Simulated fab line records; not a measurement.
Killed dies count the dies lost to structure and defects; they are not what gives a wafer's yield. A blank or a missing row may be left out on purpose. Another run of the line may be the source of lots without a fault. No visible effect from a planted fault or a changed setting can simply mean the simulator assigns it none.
fab line records -- flow n5Finfet
record: lots: 9, wafers: 25, lastDay: 18
route steps=1938 shown BEOL_M2@883 BEOL_M4@1111
lots with no fault: from the same line, run without faults
startH: hours from the record's opening day to when the first of the lot's shown wafers began -- waitH: time in hours since the lot's previous step -- " same as the row above -- L1.1+2: a single row standing in for several wafers -- - no value, or no start given -- * or withheld: withheld -- < > ~ a bound
route shown NAME@n: names a module that has steps shown in the file, with the first one's number in the route -- usual: mean/standard deviation taken from wafers without a fault -- same: alike in all rows -- chamber/n: place in a boat -- sites: each site's reading -- _std_site: standard deviation of those values -- _edge_site: inner sites' mean taken away from outer sites' mean -- radiusMm: how far each site lies from the wafer's centre -- mask NAME#n: copy n -- behind: the tool/chamber that last shaped the wafer -- hold: cause of the lot's hold/its duration in hours/its outcome -- device: the n, p or np transistor that did not switch -- end of line: tests of these same wafers at the route's end -- a step with no rows: only its recipe -- killed: dies that structure and defects cost at the first sort, which is not the same as the wafer's yield -- map: dies across one wafer; x = killed, . = not, _ = none there
set.NAME: the setting as run; set.NAME@STEP: as run at that earlier step -- model.NAME: the simulator's own value behind a step, which no gauge read
a sample of lots followed through the steps of the route, with each step as a table and each wafer as a row
services: from which hour (startH, from the record's first day; less than 0 if before it) a tool's chamber was out of use, for how many hours, and why
== steps ==
step: N5_BEOL_M2_ETCHBACK_99
recipe: chemistry: CHF3, target: SiO2, targetDepthA: 50, timeS: 10.4, sourceW: 215, biasW: 47, Ar_flow_sccm: 200, CHF3_flow_sccm: 12, ionEnergyEv: 100, pressureMtorr: 30
usual: drypumpMotorCurrentA: 6.0/0.52, oesProductAu: 0.79/0.1, rfVppV: 242/4, showerheadPlenumPTorr: 2.20/0.075, throttleValvePct: 16.99/0.23
same: timeS: 10.4
lot.wafer,tool,chamber,startH,waitH,drypumpMotorCurrentA,oesProductAu,rfHoursCounterH,rfVppV,showerheadPlenumPTorr,throttleValvePct
L293.2,rieDiel-05,1,139.11,0.6,6.5,0.73,188,245,2.13,16.70
L293.5,rieDiel-05,1,139.11,0.6,6.5,0.72,-,245,2.13,16.71
L293.6,rieDiel-05,2,139.11,0.6,5.6,0.73,-,239,2.25,17.32
L296.1,rieDiel-02,0,168.74,3.0,6.2,0.71,201,245,2.22,16.81
L296.2,rieDiel-02,3,168.74,3.0,6.0,0.91,30,237,2.30,17.11
L296.5,rieDiel-02,3,168.74,3.0,6.0,0.91,-,236,2.30,17.11
L297.1,rieDiel-02,3,171.77,0.8,5.9,0.92,31,237,2.30,17.10
L297.4,rieDiel-02,1,171.77,0.8,6.5,0.93,18,245,2.28,16.66
L297.6,rieDiel-02,1,171.77,0.8,6.5,0.93,-,244,2.28,16.64
L305.3,rieDiel-02,3,216.24,5.6,6.0,0.90,44,237,2.29,17.15
L305.5,rieDiel-02,2,216.24,5.6,5.7,0.80,-,245,2.15,16.97
L307.1,rieDiel-02,3,229.87,6.6,6.0,0.89,50,237,2.29,17.15
L307.3,rieDiel-02,0,229.87,6.6,6.2,0.70,223,245,2.21,16.85
L307.6,rieDiel-02,0,229.87,6.6,6.3,0.69,-,244,2.21,16.85
L308.3,rieDiel-02,2,234.04,4.4,5.6,0.79,106,242,2.15,16.98
L308.5,rieDiel-02,0,234.04,4.4,6.2,0.70,-,244,2.21,16.82
L310.1,rieDiel-05,0,244.76,3.2,5.6,0.99,7,247,2.21,17.03
L310.5,rieDiel-05,2,244.76,3.2,5.6,0.69,-,238,2.23,17.41
L310.6,rieDiel-05,0,244.76,3.2,5.6,0.99,-,248,2.21,17.05
L311.4,rieDiel-01,2,249.48,4.2,4.9,0.69,216,238,2.04,17.11
L311.5,rieDiel-01,1,249.48,4.2,6.2,0.81,-,244,2.26,17.08
L311.6,rieDiel-01,0,249.48,4.2,6.8,0.72,-,246,2.15,17.30
L314.1,rieDiel-05,2,268.27,0.2,5.5,0.68,218,237,2.23,17.38
L314.4,rieDiel-05,1,268.27,0.2,6.5,0.68,240,243,2.11,16.79
L314.5,rieDiel-05,1,268.27,0.2,6.5,0.68,-,245,2.11,16.77
step: N5_BEOL_M2_ETCH_70
recipe: chemistry: N2/H2, target: SOC, targetDepthA: 800, overetchA: 240, maskMaterial: SiARC, tempC: 40, timeS: 130, ionEnergyEv: 200, pressureMtorr: 30, sourceW: 840, biasW: 150, n2FlowSccm: 200, h2FlowSccm: 200
usual: drypumpMotorCurrentA: 6.0/0.52, oesProductAu: 0.58/0.072, rfVppV: 525.2/2.5, runLengthS: 153.5/0.41, showerheadPlenumPTorr: 2.59/0.085, tempC: 39.98/0.099, throttleValvePct: 17.72/0.22
lot.wafer,tool,chamber,startH,waitH,drypumpMotorCurrentA,oesProductAu,rfHoursCounterH,rfVppV,runLengthS,showerheadPlenumPTorr,tempC,throttleValvePct
L293.2,rieDiel-05,1,139.14,0.0,6.5,0.53,188,523.0,153.9,2.54,40.03,17.51
L293.5,rieDiel-05,1,139.14,0.0,6.5,0.53,-,522.6,153.4,2.54,40.01,17.51
L293.6,rieDiel-05,2,139.14,0.0,5.6,0.54,-,526.4,154.0,2.64,39.99,18.04
L296.1,rieDiel-02,0,168.78,0.0,6.2,0.52,201,526.8,153.1,2.62,39.93,17.50
L296.2,rieDiel-02,3,168.78,0.0,6.0,0.67,30,528.8,152.8,2.69,39.90,17.67
L296.5,rieDiel-02,3,168.78,0.0,6.0,0.67,-,526.7,152.7,2.69,40.03,17.67
L297.1,rieDiel-02,3,171.81,0.0,6.0,0.67,31,527.9,153.0,2.69,39.88,17.67
L297.4,rieDiel-02,1,171.81,0.0,6.5,0.68,18,529.2,153.7,2.71,40.02,17.44
L297.6,rieDiel-02,1,171.81,0.0,6.5,0.67,-,528.7,153.8,2.71,40.01,17.43
L305.3,rieDiel-02,3,216.28,0.0,6.0,0.70,44,528.1,143.5,2.69,39.90,17.69
L305.5,rieDiel-02,2,216.28,0.0,5.6,0.58,-,527.0,153.3,2.58,40.05,18.00
L307.1,rieDiel-02,3,229.90,0.0,6.0,0.64,50,527.5,152.8,2.69,40.02,17.70
L307.3,rieDiel-02,0,229.90,0.0,6.3,0.54,223,526.5,144.4,2.61,39.84,17.55
L307.6,rieDiel-02,0,229.90,0.0,6.3,0.51,-,527.1,153.1,2.61,39.91,17.55
L308.3,rieDiel-02,2,234.08,0.0,5.7,0.62,106,523.6,144.0,2.57,39.90,18.02
L308.5,rieDiel-02,0,234.08,0.0,6.3,0.51,-,526.0,153.2,2.61,40.08,17.54
L310.1,rieDiel-05,0,244.80,0.0,5.7,0.72,7,524.2,153.8,2.59,39.94,17.65
L310.5,rieDiel-05,2,244.80,0.0,5.6,0.52,-,527.2,153.7,2.62,40.15,18.12
L310.6,rieDiel-05,0,244.80,0.0,5.6,0.72,-,526.4,153.6,2.59,39.95,17.64
L311.4,rieDiel-01,2,249.51,0.0,4.9,0.52,216,520.6,154.0,2.42,39.96,17.94
L311.5,rieDiel-01,1,249.51,0.0,6.2,0.57,-,525.2,153.7,2.67,40.00,17.94
L311.6,rieDiel-01,0,249.51,0.0,6.8,0.53,-,524.3,153.4,2.51,40.03,17.81
L314.1,rieDiel-05,2,268.31,0.0,5.6,0.51,218,526.8,154.1,2.62,39.97,18.12
L314.4,rieDiel-05,1,268.31,0.0,6.5,0.51,240,521.4,153.4,2.52,39.95,17.61
L314.5,rieDiel-05,1,268.31,0.0,6.5,0.50,-,524.0,153.8,2.52,40.03,17.59
step: N5_BEOL_M2_VIA_ETCH_34
recipe: chemistry: C4F6/O2, targetDepthA: 694, maskMaterial: SOC, pressureMtorr: 15, ionEnergyEv: 250, taperDeg: 4, timeS: 65.9, sourceW: 350, biasW: 170, Ar_flow_sccm: 300, C4F6_flow_sccm: 10, O2_flow_sccm: 10
usual: O2_flow_sccm: 9.993/0.029, drypumpMotorCurrentA: 6.0/0.52, oesProductAu: 0.79/0.1, rfVppV: 670/10, runLengthS: 89.3/0.35, showerheadPlenumPTorr: 2.90/0.095, throttleValvePct: 30.7/0.36
same: timeS: 65.9
lot.wafer,tool,chamber,startH,waitH,O2_flow_sccm,drypumpMotorCurrentA,oesProductAu,rfHoursCounterH,rfVppV,runLengthS,showerheadPlenumPTorr,throttleValvePct
L293.2,rieDiel-05,1,139.25,0.0,10.008,6.5,0.73,188,676,89.9,2.81,30.2
L293.5,rieDiel-05,1,139.25,0.0,10.009,6.5,0.72,-,675,89.2,2.81,30.2
L293.6,rieDiel-05,2,139.25,0.0,9.936,5.6,0.72,-,659,89.7,2.96,31.2
L296.1,rieDiel-02,0,168.88,0.0,10.059,6.3,0.71,201,680,89.2,2.93,30.4
L296.2,rieDiel-02,3,168.88,0.0,9.974,6.0,0.91,30,655,88.8,3.03,31.0
L296.5,rieDiel-02,3,168.88,0.0,10.025,6.0,0.92,-,657,88.5,3.03,31.1
L297.1,rieDiel-02,3,171.91,0.0,10.014,6.0,0.92,31,656,88.7,3.03,31.0
L297.4,rieDiel-02,1,171.91,0.0,9.975,6.6,0.92,18,676,89.7,3.01,30.3
L297.6,rieDiel-02,1,171.91,0.0,10.004,6.5,0.92,-,675,89.4,3.01,30.3
L305.3,rieDiel-02,3,216.38,0.0,9.982,6.0,0.88,44,656,88.4,3.02,31.0
L305.5,rieDiel-02,2,216.38,0.0,9.962,5.7,0.80,-,674,89.5,2.84,30.6
L307.1,rieDiel-02,3,230.01,0.0,9.983,6.0,0.89,50,658,89.2,3.02,31.1
L307.3,rieDiel-02,0,230.01,0.0,10.007,6.3,0.70,223,676,89.3,2.92,30.4
L307.6,rieDiel-02,0,230.01,0.0,9.963,6.3,0.70,-,679,89.1,2.92,30.4
L308.3,rieDiel-02,2,234.19,0.0,10.058,5.6,0.80,106,672,89.3,2.84,30.6
L308.5,rieDiel-02,0,234.19,0.0,9.984,6.3,0.69,-,677,89.5,2.92,30.4
L310.1,rieDiel-05,0,244.90,0.0,9.979,5.6,1.00,7,682,89.2,2.92,31.1
L310.5,rieDiel-05,2,244.90,0.0,9.979,5.6,0.69,-,659,89.7,2.94,31.2
L310.6,rieDiel-05,0,244.90,0.0,9.946,5.6,0.98,-,682,89.3,2.92,31.0
L311.4,rieDiel-01,2,249.62,0.0,9.983,4.9,0.69,216,659,89.8,2.70,30.8
L311.5,rieDiel-01,1,249.62,0.0,9.983,6.2,0.80,-,677,88.9,2.98,30.9
L311.6,rieDiel-01,0,249.62,0.0,10.032,6.8,0.71,-,679,89.0,2.85,31.2
L314.1,rieDiel-05,2,268.41,0.0,9.987,5.6,0.69,218,659,89.4,2.94,31.2
L314.4,rieDiel-05,1,268.41,0.0,9.979,6.5,0.69,240,675,89.2,2.79,30.2
L314.5,rieDiel-05,1,268.41,0.0,9.995,6.5,0.68,-,675,89.1,2.79,30.2
step: N5_BEOL_M2_OCD_MEAS_38
usual: trenchDepthNm: 55.6/1
lot.wafer,tool,chamber,startH,waitH,trenchDepthNm
L293.2,ocd-02,-,139.50,-,56.0
L293.5,ocd-02,-,139.50,-,55.1
L293.6,ocd-02,-,139.50,-,54.8
L296.1,ocd-01,-,169.14,-,55.7
L296.2,ocd-01,-,169.14,-,56.5
L296.5,ocd-01,-,169.14,-,56.4
L297.1,ocd-02,-,172.17,-,55.5
L297.4,ocd-02,-,172.17,-,55.6
L297.6,ocd-02,-,172.17,-,55.5
L305.3,ocd-01,-,216.65,-,56.3
L305.5,ocd-01,-,216.65,-,56.5
L307.1,ocd-02,-,230.26,-,57.1
L307.3,ocd-02,-,230.26,-,56.0
L307.6,ocd-02,-,230.26,-,55.4
L308.3,ocd-02,-,234.44,-,56.4
L308.5,ocd-02,-,234.44,-,55.4
L310.1,ocd-01,-,245.16,-,56.2
L310.5,ocd-01,-,245.16,-,54.0
L310.6,ocd-01,-,245.16,-,57.2
L311.4,ocd-01,-,249.88,-,54.3
L311.5,ocd-01,-,249.88,-,56.4
L311.6,ocd-01,-,249.88,-,54.4
L314.1,ocd-01,-,268.67,-,54.4
L314.4,ocd-01,-,268.67,-,54.8
L314.5,ocd-01,-,268.67,-,54.9
step: N5_BEOL_M4_RC_MEAS_101
usual: DIBL_N: 36.3/1.8, DIBL_P: 36.5/2.1, IOFF_N: 0.16/0.031, IOFF_P: 0.22/0.038, ION_N: 677/12, ION_P: 466/7.8, SS_N: 71.5/0.61, SS_P: 73.2/0.7, VT_N: 249/3, VT_P: -248.9/3
lot.wafer,tool,chamber,startH,waitH,DIBL_N[mV/V],DIBL_P[mV/V],IOFF_N[nA/um],IOFF_P[nA/um],ION_N[uA/um],ION_P[uA/um],SS_N[mV/dec],SS_P[mV/dec],VT_N[mV],VT_P[mV]
L293.2,prober-02,0,187.03,1.1,34.6,35.1,0.14,0.22,676,472,71.2,73.5,251,-245.7
L293.5,prober-02,0,187.03,1.1,36.4,37.0,0.17,0.24,682,474,70.5,73.3,246,-246.0
L293.6,prober-02,0,187.03,1.1,34.8,34.2,0.13,0.21,662,464,71.4,72.3,252,-249.5
L296.1,prober-02,0,201.17,0.8,35.9,36.8,0.15,0.20,667,456,72.2,73.3,250,-249.2
L296.2,prober-02,0,201.17,0.8,36.7,37.7,0.17,0.22,664,459,72.4,73.4,252,-251.5
L296.5,prober-02,0,201.17,0.8,36.4,37.2,0.16,0.20,687,463,71.9,73.5,248,-251.7
L297.1,prober-02,0,207.06,0.0,38.6,37.6,0.19,0.25,681,468,71.4,74.4,248,-248.4
L297.4,prober-02,0,207.06,0.0,36.0,36.0,0.16,0.23,691,473,71.2,73.8,247,-246.6
L297.6,prober-02,0,207.06,0.0,37.0,36.9,0.17,0.23,694,472,70.9,73.6,248,-249.9
L305.3,prober-01,0,249.30,0.3,37.9,38.5,0.17,0.26,681,468,71.8,73.0,249,-246.4
L305.5,prober-01,0,249.30,0.3,35.5,34.8,0.13,0.20,670,465,70.9,72.9,253,-249.0
L307.1,prober-02,0,267.05,0.0,36.2,36.2,0.15,0.23,666,464,71.3,73.1,252,-248.3
L307.3,prober-02,0,267.05,0.0,35.5,36.1,0.15,0.22,679,474,71.7,73.5,247,-250.4
L307.6,prober-02,0,267.05,0.0,39.4,40.5,0.21,0.32,687,479,71.9,73.8,244,-243.2
L308.3,prober-02,0,278.44,0.3,34.8,35.9,0.16,0.21,670,459,70.6,72.9,250,-249.4
L308.5,prober-02,0,278.44,0.3,37.0,38.6,0.20,0.26,687,471,71.7,72.8,246,-247.5
L311.4,prober-02,0,281.58,0.5,34.9,35.1,0.15,0.21,681,469,71.1,72.8,247,-249.8
L311.5,prober-02,0,281.58,0.5,37.3,38.4,0.20,0.25,686,470,71.6,73.8,247,-248.2
L311.6,prober-02,0,281.58,0.5,34.2,34.0,0.14,0.18,664,462,71.3,72.1,251,-254.4
L310.1,prober-01,0,281.64,0.0,35.2,34.0,0.14,0.20,668,466,71.4,72.5,251,-248.6
L310.5,prober-01,0,281.64,0.0,35.4,34.4,0.14,0.20,670,470,70.9,72.0,250,-248.9
L310.6,prober-01,0,281.64,0.0,36.0,35.0,0.16,0.22,685,478,71.8,72.4,248,-248.1
L314.1,prober-02,0,307.68,0.0,32.2,32.2,0.10,0.15,641,449,70.8,72.1,256,-254.0
L314.4,prober-02,0,307.68,0.0,32.5,32.5,0.11,0.15,671,462,70.4,72.4,255,-252.8
L314.5,prober-02,0,307.68,0.0,33.8,33.8,0.12,0.17,650,453,70.7,72.5,253,-252.0
== services ==
tool,chamber,startH,hours,kind
rieDiel-01,3,165.61,6.2,repair
rieDiel-01,1,200.33,1.6,repair
rieDiel-05,0,203.00,-,clean
rieDiel-05,0,203.00,-,consumableReplace:focusRing
rieDiel-05,0,203.00,22.6,scheduledDown
rieDiel-05,0,203.00,22.6,ventCycle
rieDiel-05,3,226.02,-,clean
rieDiel-05,3,226.02,-,consumableReplace:focusRing
rieDiel-05,3,226.02,-,consumableReplace:showerhead
rieDiel-05,3,226.02,24.8,scheduledDown
rieDiel-05,3,226.02,24.8,ventCycle
rieDiel-05,2,248.35,14.3,repair
rieDiel-01,2,252.54,8.2,repair
== key ==
firstSign: step: N5_BEOL_M2_ETCH_70, reading: runLengthS, direction: down, sigmas: 23, usual: *, struck: *
effect none on later readings
metAt N5_BEOL_M2_ETCH_70
struckLots L305,L307,L308
struckWafers L305.3,L307.3,L308.3
notActingAt N5_BEOL_M2_ETCHBACK_99,N5_BEOL_M2_VIA_ETCH_34,N5_BEOL_M2_OCD_MEAS_38
onsetBetween 171.81 216.28
fault: kind: processParameterDrift, tool: rieDiel-02, chamber: -, onsetH: 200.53, steps: N5_BEOL_M2_ETCH_70, channel: timeS, offset: *, shape: step, endH: 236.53, scope: struckWafersOnly, actsIn: *, stated: *
